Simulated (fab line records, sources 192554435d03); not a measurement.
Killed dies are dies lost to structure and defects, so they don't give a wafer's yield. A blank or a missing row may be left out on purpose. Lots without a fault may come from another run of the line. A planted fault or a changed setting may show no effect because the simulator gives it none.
Split-lot experiment | flow n5_finfet | 7 lots, 21 wafers read, on a route of 1938 steps

THE SPLIT
At N5_HKMG_FIN_ETCH_55 (etches SOC in N2/H2, target depth 240 nm, time 300 s), the setting bias_w was moved away from the recipe's 150 W on 4 of the 21 wafers read, by -5.1% to +17.9%. The other wafers ran this setting at the recipe's value.

The reading is taken at the split's own step.

THE READING
rf_vpp_V, in V, at N5_HKMG_FIN_ETCH_55 (etches SOC in N2/H2, target depth 240 nm, time 300 s). Fault-free wafers of this fab line usually give 523.6 V, standard deviation 2.7 V.

wafer  | tool, chamber at the split | bias_w as run, W | against the recipe | rf_vpp_V, V | against lot-mates on the recipe
L077.4 | rie_diel-05, 2             | 150              | recipe             | 526.3       | -
L077.5 | rie_diel-05, 2             | 150              | recipe             | 527.1       | -
L077.6 | rie_diel-05, 0             | 150              | recipe             | 525.6       | -
L082.3 | rie_diel-01, 3             | 176.8            | +17.9%             | 574.4       | +52.6
L082.4 | rie_diel-01, 0             | 150              | recipe             | 521.3       | -
L082.5 | rie_diel-01, 1             | 150              | recipe             | 522.3       | -
L084.2 | rie_diel-05, 2             | 150              | recipe             | 525.6       | -
L084.4 | rie_diel-05, 3             | 150              | recipe             | 521.9       | -
L084.5 | rie_diel-05, 0             | 150              | recipe             | 525.7       | -
L089.2 | rie_diel-05, 2             | 150              | recipe             | 526.3       | -
L089.4 | rie_diel-05, 1             | 150              | recipe             | 522.6       | -
L089.6 | rie_diel-05, 2             | 150              | recipe             | 526.7       | -
L093.1 | rie_diel-01, 3             | 170.2            | +13.5%             | 561.5       | +34.7
L093.2 | rie_diel-01, 1             | 170.2            | +13.5%             | 564.7       | +37.9
L093.4 | rie_diel-01, 2             | 150              | recipe             | 526.8       | -
L096.2 | rie_diel-05, 3             | 150              | recipe             | 523.6       | -
L096.5 | rie_diel-05, 3             | 150              | recipe             | 522.2       | -
L096.6 | rie_diel-05, 2             | 142.3            | -5.1%              | 510.3       | -12.6
L097.1 | rie_diel-01, 3             | 150              | recipe             | 517.4       | -
L097.2 | rie_diel-01, 2             | 150              | recipe             | 525.7       | -
L097.5 | rie_diel-01, 2             | 150              | recipe             | 526.4       | -

THE FIT
A straight line over all 21 wafers: rf_vpp_V changes by +2.84 V for each +1% of bias_w; r = +0.99; the points scatter about the line by 2.5 V.
The same after taking each lot's own level away (the mean of its wafers on the recipe; 21 wafers): +2.79 V for each +1%; r = +0.99; scatter 2.2 V.
On that fit, the largest move of bias_w shifts the reading by 50 V.
The lots' own levels span 521.80 to 526.80 V, that is 1.9 times the standard deviation above.
So the lot-to-lot level changes the slope little: the two slopes agree.
Check: with one of the wafers moved furthest among these (+17.9%) left out of the fit, the line predicts +47.9 V for it against its lot-mates. It came out at +52.6 V against them.
Tool readings at the split's step, against how far the setting was moved: rf_vpp_V r = +0.99.

OTHER SPLITS ON THESE WAFERS
These wafers also went through other splits before the reading. Each is held against what the fit with the lots' levels taken away leaves over:
other split on the same wafers | wafers away from the commonest value | r with rf_vpp_V (lot level and that fit taken away)
N5_SDB_COAT_05 spin_rpm        | 6                                    | -0.07

THE WHOLE CHAIN: every reading that the file lists as answering this split, in the file's order
step                | what it does                                         | reading                                                                           | change (the file's fit)               | r (the file's)
N5_HKMG_FIN_ETCH_55 | etches SOC in N2/H2, target depth 240 nm, time 300 s | rf_vpp_V                                                                          | +2.84 V for each +1% of the setting   | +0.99
N5_HKMG_FIN_ETCH_55 | etches SOC in N2/H2, target depth 240 nm, time 300 s | SiARC_of_HKMG_FIN_COAT_42.thk_nm (the simulator's own value, which no gauge read) | -0.185 nm for each +1% of the setting | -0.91

THE FILE'S OWN FIT
rf_vpp_V changes by +2.84 V for each +1% of bias_w, r = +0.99.
